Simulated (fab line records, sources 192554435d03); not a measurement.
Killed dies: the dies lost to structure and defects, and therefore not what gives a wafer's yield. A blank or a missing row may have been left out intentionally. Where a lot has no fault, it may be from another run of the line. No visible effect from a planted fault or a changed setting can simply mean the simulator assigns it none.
fab line records | flow n5Finfet
record: lots: 7 wafers: 39
route steps=1938 shown WELL_APT@32 DUMMY_GATE@237 SD_EPI_P@300 GATE_CUT@500 MOL_CONTACT_COAG@562
startH: the number of hours between the record's first day and the start of the first shown wafer of the lot | waitH: how many hours have passed since the lot's step before this one | " the same as in the row above | L1.1+2: one row covering several wafers at once | - no value, or no start given | * or withheld: withheld | < > ~ a bound
route shown NAME@n: NAME is a module with steps in the file, n the number in the route of the first one | usual: mean/standard deviation taken from wafers without a fault | same: alike in all rows | chamber/n: place in a boat | sites: readings site by site | _std_site: standard deviation across them | _edge_site: inner sites' mean taken away from outer sites' mean | radiusMm: for every site, how far away it sits from the centre of the wafer | mask NAME#n: copy n | behind: tool/chamber where the wafer was last shaped | hold: why the lot went on hold/how many hours it stayed there/how the hold came to an end | device: which transistor (n, p or np) failed to switch | end of line: tests of these same wafers at the route's end | where a step has no rows: the recipe by itself | killed: not the wafer's yield, but the dies lost to structure and defects at the first sort | map: per-die view of a wafer (x killed, . not killed, _ where there is no die)
set.NAME: the setting that was run; set.NAME@STEP: the one run at that earlier step | model.NAME: the simulator's own value behind a step, which no gauge read
lots whose settings were changed on purpose; a table a step, a row a wafer
== steps ==
step: N5_WELL_APT_IMPLANT_14
recipe: species: P energyKev: 160 doseCm2: 1.5e+13 tiltDeg: 0 rotationDeg: 0
columns lot.wafer tool chamber startH waitH set.energyKev model.implant.rpNm model.implant.drpNm
L077.1+2+3+4+5+6 implanter-01 0 31.89 0.1 160 204 65.9
L078.1+2+3+4+5+6 implanter-02 0 38.12 0.1 160 201.3 65.9
L079.1+2+3+4+5+6 implanter-02 0 43.88 0.1 160 198.9 65.9
L086.1+5+6 implanter-01 0 85.87 0.1 160 196.5 65.9
L086.2+3+4 " 0 " " 143.4 175.3 60.63
L088.1+2+3+4+5+6 implanter-02 0 98.14 0.1 160 200.3 65.9
L095.2+3+4 implanter-02 0 140.23 0.1 160 204.4 65.9
L097.1+2+5 implanter-01 0 152.17 0.1 152.9 191.9 63.72
L097.3+4+6 " 0 " " 160 201.2 65.9
step: N5_DUMMY_GATE_ETCH_37
recipe: chemistry: N2/H2 target: SOC targetDepthA: 600 overetchA: 300 tempC: 40 ionEnergyEv: 200 pressureMtorr: 30 sourceW: 840 biasW: 150 n2FlowSccm: 200 h2FlowSccm: 200
usual: rfVppV: 524.3/2.4
columns lot.wafer tool chamber startH waitH set.sourceW rfVppV
L077.1 rieDiel-02 1 64.11 0.0 969.4 500.9
L077.2 " 3 " " 840 525.9
L077.3 " 0 " " 840 525.8
L077.4 " 2 " " 969.4 497.0
L077.5 " 0 " " 969.4 501.0
L077.6 " 1 " " 840 526.9
L078.1 rieDiel-02 0 71.84 0.0 840 526.1
L078.2 " 2 " " 840 519.7
L078.3 " 3 " " 840 525.4
L078.4 " 1 " " 840 524.9
L078.5 " 3 " " 840 526.3
L078.6 " 2 " " 840 523.0
L079.1 rieDiel-03 0 83.35 0.0 840 524.3
L079.2 " 3 " " 781.3 538.5
L079.3 " 1 " " 781.3 536.3
L079.4 " 2 " " 840 525.9
L079.5 " 3 " " 781.3 539.0
L079.6 " 0 " " 840 522.1
L086.1 rieDiel-03 3 118.67 0.0 840 526.6
L086.2 " 2 " " 840 525.7
L086.3 " 0 " " 840 523.3
L086.4 " 1 " " 840 522.4
L086.5 " 1 " " 840 525.2
L086.6 " 2 " " 840 523.7
L088.1 rieDiel-02 0 130.66 0.0 702.5 558.8
L088.2 " 2 " " 702.5 553.4
L088.3 " 1 " " 840 525.2
L088.4 " 3 " " 840 525.8
L088.5 " 2 " " 840 520.5
L088.6 " 3 " " 702.5 557.0
L095.2 rieDiel-02 2 178.21 0.0 840 521.0
L095.3 " 1 " " 840 525.9
L095.4 " 3 " " 840 524.2
L097.1 rieDiel-02 1 183.63 0.0 840 525.0
L097.2 " 2 " " 840 519.1
L097.3 " 0 " " 840 526.8
L097.4 " 2 " " 840 520.1
L097.5 " 1 " " 840 525.0
L097.6 " 0 " " 840 526.3
step: N5_SD_EPI_P_EXPOSE_06
recipe: maskId: SD_P_BLK na: 1.35 sourceShape: conventional sigmaOuter: 0.8 polarization: unpolarized targetCdNm: 240 doseMj: 39.5
columns lot.wafer tool chamber startH waitH mask set.doseMj
L077.1+2+3+4+5+6 arfiScanner-01 0 71.30 - SD_P_BLK#0 39.5
L078.1+3+5 arfiScanner-03 0 79.52 - SD_P_BLK#0 38.22
L078.2+4+6 " 0 " " SD_P_BLK#0 39.5
L079.1+2+3+4+5+6 arfiScanner-03 0 92.31 - SD_P_BLK#0 39.5
L086.1+2+3+4+5+6 arfiScanner-03 0 124.88 - SD_P_BLK#0 39.5
L088.1+2+5 arfiScanner-01 0 137.05 - SD_P_BLK#0 36.9
L088.3+4+6 " 0 " " SD_P_BLK#0 39.5
L095.2+3+4 arfiScanner-02 0 185.83 - SD_P_BLK#0 39.5
L097.1+2+3+4+5+6 arfiScanner-01 0 190.74 - SD_P_BLK#0 39.5
step: N5_SD_EPI_P_PEB_07
recipe: pebTempC: 110 pebTimeS: 60 resist: CAR-ArF-block
step: N5_SD_EPI_P_DEVELOP_08
recipe: developTimeS: 30 developer: TMAH resist: CAR-ArF-block devTempC: 23 rinseLiquid: diw dry: airSpin
step: N5_SD_EPI_P_CD_MEAS_09
recipe: targetCdNm: 240 landingEnergyEv: 500 detector: seInlens
usual: cdNm: 240.2/0.86
columns lot.wafer tool chamber startH waitH set.doseMj@SD_EPI_P_EXPOSE_06 cdNm
L077.1 cdSem-01 0 71.43 - 39.5 239.6
L077.2 " 0 " " 39.5 240.2
L077.3 " 0 " " 39.5 242.0
L077.4 " 0 " " 39.5 241.1
L077.5 " 0 " " 39.5 240.6
L077.6 " 0 " " 39.5 240.8
L078.1 cdSem-01 0 79.65 - 38.22 239.4
L078.2 " 0 " " 39.5 241.9
L078.3 " 0 " " 38.22 239.2
L078.4 " 0 " " 39.5 241.1
L078.5 " 0 " " 38.22 238.4
L078.6 " 0 " " 39.5 240.1
L079.1 cdSem-01 0 92.43 - 39.5 239.3
L079.2 " 0 " " 39.5 239.1
L079.3 " 0 " " 39.5 240.1
L079.4 " 0 " " 39.5 240.8
L079.5 " 0 " " 39.5 240.3
L079.6 " 0 " " 39.5 240.3
L086.1 cdSem-03 0 125.01 - 39.5 238.7
L086.2 " 0 " " 39.5 240.2
L086.3 " 0 " " 39.5 240.8
L086.4 " 0 " " 39.5 240.2
L086.5 " 0 " " 39.5 240.1
L086.6 " 0 " " 39.5 239.6
L088.1 cdSem-03 0 137.17 - 36.9 235.5
L088.2 " 0 " " 36.9 235.3
L088.3 " 0 " " 39.5 240.3
L088.4 " 0 " " 39.5 240.2
L088.5 " 0 " " 36.9 235.8
L088.6 " 0 " " 39.5 241.4
L095.2 cdSem-03 0 185.95 - 39.5 239.9
L095.3 " 0 " " 39.5 239.1
L095.4 " 0 " " 39.5 239.0
L097.1 cdSem-01 0 190.87 - 39.5 240.1
L097.2 " 0 " " 39.5 240.3
L097.3 " 0 " " 39.5 239.8
L097.4 " 0 " " 39.5 239.4
L097.5 " 0 " " 39.5 241.7
L097.6 " 0 " " 39.5 240.5
step: N5_SD_EPI_P_DESCUM_14
recipe: chemistry: O2 timeS: 7.9 sourcePowerW: 50 biasPowerW: 20 pressureMtorr: 20 rfFrequencyHz: 2.712e+07 tempC: 40 resist: CAR-ArF-block o2FlowSccm: 225
columns lot.wafer tool chamber startH waitH set.doseMj@SD_EPI_P_EXPOSE_06 model.SD_EPI_P.cdNm
L077.1 rieDiel-05 0 71.52 0.0 39.5 239.8
L077.2 " 2 " " 39.5 240.2
L077.3 " 1 " " 39.5 241.6
L077.4 " 3 " " 39.5 241.4
L077.5 " 3 " " 39.5 240.8
L077.6 " 2 " " 39.5 241
L078.1 rieDiel-02 3 79.74 0.0 38.22 239.6
L078.2 " 2 " " 39.5 241.8
L078.3 " 1 " " 38.22 239.4
L078.4 " 0 " " 39.5 241.4
L078.5 " 3 " " 38.22 238.2
L078.6 " 0 " " 39.5 240.2
L079.1 rieDiel-02 3 92.67 0.2 39.5 239.2
L079.2 " 2 " " 39.5 239.4
L079.3 " 0 " " 39.5 240
L079.4 " 1 " " 39.5 240.6
L079.5+6 " 0,3 " " 39.5 240.4
L086.1 rieDiel-05 1 125.27 0.2 39.5 238.6
L086.2+6 " 0,2 " " 39.5 240
L086.3 " 2 " " 39.5 240.8
L086.4 " 0 " " 39.5 240.4
L086.5 " 1 " " 39.5 240.2
L088.1+2 rieDiel-02 2,0 137.48 0.3 36.9 235.2
L088.3+4 " 3,1 " " 39.5 240.4
L088.5 " 1 " " 36.9 235.6
L088.6 " 2 " " 39.5 241.4
L095.2 rieDiel-02 1 186.04 0.0 39.5 240
L095.3+4 " 2 " " 39.5 239.2
L097.1 rieDiel-03 3 190.96 0.0 39.5 239.8
L097.2+3 " 2,0 " " 39.5 240
L097.4 " 1 " " 39.5 239.4
L097.5 " 1 " " 39.5 241.4
L097.6 " 0 " " 39.5 241.2
step: N5_SD_EPI_P_ETCH_36
recipe: chemistry: CF4 target: SiARC targetDepthA: 455 maskMaterial: CAR-ArF-block timeS: 75.8 ionEnergyEv: 80 pressureMtorr: 40 sourceW: 545 biasW: 36 Ar_flow_sccm: 100 cf4FlowSccm: 100 ends: cleared
columns lot.wafer tool chamber startH waitH set.doseMj@SD_EPI_P_EXPOSE_06 model.SD_EPI_P.cdNm
L077.1 rieDiel-05 0 71.55 0.0 39.5 239.8
L077.2 " 2 " " 39.5 240.2
L077.3 " 1 " " 39.5 241.2
L077.4 " 3 " " 39.5 241.6
L077.5 " 3 " " 39.5 240.8
L077.6 " 2 " " 39.5 241
L078.1 rieDiel-02 3 79.77 0.0 38.22 239.8
L078.2 " 2 " " 39.5 241.6
L078.3 " 1 " " 38.22 239.2
L078.4 " 0 " " 39.5 241
L078.5 " 3 " " 38.22 238.2
L078.6 " 0 " " 39.5 239.8
L079.1 rieDiel-02 3 92.71 0.0 39.5 239.4
L079.2 " 2 " " 39.5 239
L079.3 " 0 " " 39.5 239.6
L079.4 " 1 " " 39.5 240.4
L079.5 " 0 " " 39.5 240.2
L079.6 " 3 " " 39.5 240.6
L086.1 rieDiel-05 1 125.31 0.0 39.5 238.8
L086.2 " 0 " " 39.5 240
L086.3 " 2 " " 39.5 240.8
L086.4+5+6 " 0,1,2 " " 39.5 240.2
L088.1 rieDiel-02 2 137.52 0.0 36.9 235.2
L088.2 " 0 " " 36.9 235
L088.3 " 3 " " 39.5 240.6
L088.4 " 1 " " 39.5 240.2
L088.5 " 1 " " 36.9 235.6
L088.6 " 2 " " 39.5 241.2
L095.2 rieDiel-02 1 186.07 0.0 39.5 240
L095.3+4 " 2 " " 39.5 239
L097.1+3 rieDiel-03 3,0 190.99 0.0 39.5 240
L097.2 " 2 " " 39.5 240.2
L097.4 " 1 " " 39.5 239.4
L097.5+6 " 1,0 " " 39.5 241.2
step: N5_GATE_CUT_CUT_ETCH_53
recipe: chemistry: SF6/Cl2 target: W maskMaterial: SiO2 targetDepthA: 792 pressureMtorr: 8 icpW: 900 biasW: 80 SF6_flow_sccm: 40 Cl2_flow_sccm: 60 ends: cleared
usual: etchRfOnTimeS: 26.2/0.78
columns lot.wafer tool chamber startH waitH set.icpW etchRfOnTimeS
L077.1 rieMetal-02 1 101.31 0.1 822.2 28.2
L077.2 " 0 " " 900 27.0
L077.3 " 0 " " 822.2 29.4
L077.4 " 1 " " 900 26.0
L077.5 " 1 " " 900 26.5
L077.6 " 0 " " 822.2 29.1
L078.1 rieMetal-02 1 110.46 0.1 815.7 28.4
L078.2 " 0 " " 900 26.9
L078.3 " 1 " " 900 26.2
L078.4 " 0 " " 815.7 29.6
L078.5 " 0 " " 900 27.0
L078.6 " 1 " " 815.7 28.4
L079.1 rieMetal-03 1 123.33 0.1 900 27.2
L079.2 " 0 " " 900 25.7
L079.3 " 1 " " 900 27.0
L079.4 " 0 " " 900 25.8
L079.5 " 0 " " 900 25.9
L079.6 " 1 " " 900 27.4
L086.1 rieMetal-03 1 155.50 0.1 1001 24.9
L086.2 " 1 " " 900 27.3
L086.3 " 1 " " 900 27.3
L086.4 " 1 " " 1001 24.8
L086.5 " 1 " " 1001 24.8
L086.6 " 1 " " 900 27.1
L088.1 rieMetal-03 1 169.23 0.1 1035 24.3
L088.2 " 1 " " 900 27.3
L088.3 " 1 " " 900 27.0
L088.4 " 1 " " 900 27.1
L088.5 " 1 " " 1035 24.1
L088.6 " 1 " " 1035 24.0
L095.2 rieMetal-03 0 215.92 0.1 900 25.8
L095.3 " 0 " " 900 25.5
L095.4 " 1 " " 900 26.6
L097.1 rieMetal-01 0 221.54 0.1 900 25.2
L097.2 " 1 " " 900 25.2
L097.3 " 0 " " 900 25.3
L097.4 " 1 " " 900 25.1
L097.5 " 1 " " 900 25.0
L097.6 " 0 " " 900 25.3
step: N5_GATE_CUT_CUT_ETCH_54
recipe: chemistry: Cl2/BCl3 target: TiN maskMaterial: SiO2 targetDepthA: 967 pressureMtorr: 10 icpW: 1000 biasW: 126 Cl2_flow_sccm: 53.25 bcl3FlowSccm: 21.75 Ar_flow_sccm: 25 ends: cleared
usual: etchRfOnTimeS: 36.6/1.1
columns lot.wafer tool chamber startH waitH set.icpW etchRfOnTimeS
L077.1 rieMetal-02 1 101.37 0.0 1000 36.4
L077.2 " 0 " " 1083 35.2
L077.3 " 0 " " 1083 34.9
L077.4 " 1 " " 1000 36.3
L077.5 " 1 " " 1083 34.0
L077.6 " 0 " " 1000 37.4
L078.1 rieMetal-02 1 110.52 0.0 1000 36.5
L078.2 " 0 " " 1000 37.8
L078.3 " 1 " " 1000 36.6
L078.4 " 0 " " 1000 37.7
L078.5 " 0 " " 1000 37.4
L078.6 " 1 " " 1000 36.3
L079.1 rieMetal-03 1 123.39 0.0 1000 38.5
L079.2 " 0 " " 1000 35.9
L079.3 " 1 " " 848.8 43.9
L079.4 " 0 " " 848.8 41.4
L079.5 " 0 " " 1000 36.0
L079.6 " 1 " " 848.8 43.9
L086.1 rieMetal-03 1 155.66 0.1 1000 37.6
L086.2 " 1 " " 1000 37.9
L086.3 " 1 " " 1000 37.6
L086.4 " 1 " " 1000 38.1
L086.5 " 1 " " 1000 37.5
L086.6 " 1 " " 1000 37.7
L088.1 rieMetal-03 1 169.35 0.1 1000 37.4
L088.2 " 1 " " 1000 37.8
L088.3 " 1 " " 945.1 39.5
L088.4 " 1 " " 1000 37.8
L088.5 " 1 " " 945.1 39.6
L088.6 " 1 " " 945.1 39.5
L095.2 rieMetal-03 0 215.98 0.0 1000 35.4
L095.3 " 0 " " 1000 35.3
L095.4 " 1 " " 1000 37.3
L097.1 rieMetal-01 0 221.60 0.0 1099 32.6
L097.2 " 1 " " 1099 32.5
L097.3 " 0 " " 1099 32.5
L097.4 " 1 " " 1000 34.8
L097.5 " 1 " " 1000 35.1
L097.6 " 0 " " 1000 35.5
step: N5_MOL_CONTACT_COAG_ALD_123
recipe: material: SiNx targetThkA: 50 tempC: 400 aldPrecursorFamily: SiH2I2 aldCoReactant: N2/H2-plasma pulseTimeS: 1 purgeTimeS: 2 coReactantPurgeTimeS: 2 aldCycles: 100 pressureTorr: 2
columns lot.wafer tool chamber startH waitH set.aldCycles model.SiNx_of_MOL_CONTACT_COAG_ALD_123.thkNm
L077.1+5+6 aldSin-01 3,0,3 114.01 0.0 112 5.6
L077.2+3+4 " 0,2,1 " " 100 5
L078.1+3+4 aldSin-02 3,2,0 127.33 0.0 115 5.8
L078.2+5+6 " 1,3,0 " " 100 5
L079.1+2+4 aldSin-02 1,0,2 135.77 0.0 93 4.6
L079.3+5+6 " 3,0,1 " " 100 5
L086.1+2+3+4+5+6 aldSin-04 1,2,0,3,0,3 168.93 0.1 100 5
L088.1+3+5 aldSin-01 1,3,3 185.52 2.2 100 5
L088.2+4+6 " 0,2,0 " " 106 5.4
L095.2+3+4 aldSin-04 3,2,0 229.79 0.0 100 5
L097.1+2+6 aldSin-04 0,2,3 233.84 0.0 100 5
L097.3+4 " 1,3 " " 94 4.6
L097.5 " 0 " " 94 4.8
step: N5_MOL_CONTACT_COAG_PECVD_31
recipe: material: SiO2 targetThkA: 460 tempC: 400 precursor: TEOS/O2 pressureTorr: 6.5 rfW: withheld teosFlowSccm: withheld gas: O2 flowSccm: 2650 timeS: 8.9
step: N5_MOL_CONTACT_COAG_COAT_75
recipe: resist: SOC tempC: 250 timeS: 60 spinRpm: 1500 resistThkNm: 60
step: N5_MOL_CONTACT_COAG_STRIP_120
recipe: chemistry: CHF3 resist: SiARC rfFrequencyHz: 6e+07
step: N5_MOL_CONTACT_COAG_VIA_ETCH_117
recipe: chemistry: C4F6/O2 targetDepthA: 400 overetchA: 80 maskMaterial: SOC target: SiO2 biasW: 455 pressureMtorr: 10 timeS: 26 sourceW: 325 Ar_flow_sccm: 300 C4F6_flow_sccm: 10 O2_flow_sccm: 10 ionEnergyEv: 575.3 ends: endPoint
step: N5_MOL_CONTACT_COAG_ETCH_124
recipe: chemistry: CH3F/O2 target: SiNx targetDepthA: 65 maskMaterial: SOC stopOn: SiOC overEtchFrac: 0.3 ionEnergyEv: 120 pressureMtorr: 30 sourceW: 395 biasW: 73 Ar_flow_sccm: 150 CH3F_flow_sccm: 30 O2_flow_sccm: 20 ends: endPoint
columns lot.wafer tool chamber startH waitH set.aldCycles@MOL_CONTACT_COAG_ALD_123 model.etch.depthNm
L077.1 rieDiel-06 0 116.97 0.0 112 5.621
L077.2 " 3 " " 100 5.007
L077.3 " 2 " " 100 5.026
L077.4 " 1 " " 100 4.988
L077.5 " 3 " " 112 5.601
L077.6 " 0 " " 112 5.644
L078.1 rieDiel-06 1 131.52 0.0 115 5.779
L078.2 " 3 " " 100 5
L078.3 " 2 " " 115 5.715
L078.4 " 0 " " 115 5.771
L078.5 " 2 " " 100 5.016
L078.6 " 1 " " 100 5.021
L079.1 rieDiel-06 0 138.61 0.0 93 4.672
L079.2 " 1 " " 93 4.684
L079.3 " 2 " " 100 5.027
L079.4 " 3 " " 93 4.667
L079.5 " 0 " " 100 5.012
L079.6 " 3 " " 100 4.973
L086.1 rieDiel-01 2 172.35 0.0 100 4.989
L086.2 " 3 " " 100 5.018
L086.3 " 0 " " 100 5.042
L086.4 " 2 " " 100 5.015
L086.5 " 3 " " 100 5.022
L086.6 " 0 " " 100 4.991
L088.1 rieDiel-06 0 189.07 0.0 100 5.045
L088.2 " 3 " " 106 5.325
L088.3 " 1 " " 100 5.023
L088.4 " 2 " " 106 5.309
L088.5 " 1 " " 100 5.032
L088.6 " 2 " " 106 5.335
L095.2 rieDiel-01 0 232.78 0.0 100 5.008
L095.3 " 2 " " 100 5.039
L095.4 " 2 " " 100 5.045
L097.1 rieDiel-01 2 237.59 0.0 100 5.002
L097.2 " 3 " " 100 5.009
L097.3 " 0 " " 94 4.664
L097.4 " 2 " " 94 4.689
L097.5 " 0 " " 94 4.72
L097.6 " 3 " " 100 5.01
== key ==
split: step: N5_WELL_APT_IMPLANT_14 setting: energyKev stated: 160 by: wafer
response: step: N5_WELL_APT_IMPLANT_14 reading: model.implant.rpNm change: +2.05 per: 1% r: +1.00
response: step: N5_WELL_APT_IMPLANT_14 reading: model.implant.drpNm change: +0.506 per: 1% r: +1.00
split: step: N5_DUMMY_GATE_ETCH_37 setting: sourceW stated: 840 by: wafer
response: step: N5_DUMMY_GATE_ETCH_37 reading: rfVppV change: -1.88 per: 1% r: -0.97
split: step: N5_SD_EPI_P_EXPOSE_06 setting: doseMj stated: 39.5 by: wafer
response: step: N5_SD_EPI_P_CD_MEAS_09 reading: cdNm change: +0.747 per: 1% r: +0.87
response: step: N5_SD_EPI_P_DESCUM_14 reading: model.SD_EPI_P.cdNm change: +0.785 per: 1% r: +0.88
response: step: N5_SD_EPI_P_ETCH_36 reading: model.SD_EPI_P.cdNm change: +0.765 per: 1% r: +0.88
split: step: N5_GATE_CUT_CUT_ETCH_53 setting: icpW stated: 900 by: wafer
response: step: N5_GATE_CUT_CUT_ETCH_53 reading: etchRfOnTimeS change: * per: 1% r: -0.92
split: step: N5_GATE_CUT_CUT_ETCH_54 setting: icpW stated: 1000 by: wafer
response: step: N5_GATE_CUT_CUT_ETCH_54 reading: etchRfOnTimeS change: * per: 1% r: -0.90
split: step: N5_MOL_CONTACT_COAG_ALD_123 setting: aldCycles stated: 100 by: wafer
response: step: N5_MOL_CONTACT_COAG_ALD_123 reading: model.SiNx_of_MOL_CONTACT_COAG_ALD_123.thkNm change: +0.0539 per: 1% r: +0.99
response: step: N5_MOL_CONTACT_COAG_ETCH_124 reading: model.etch.depthNm change: +0.0499 per: 1% r: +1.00
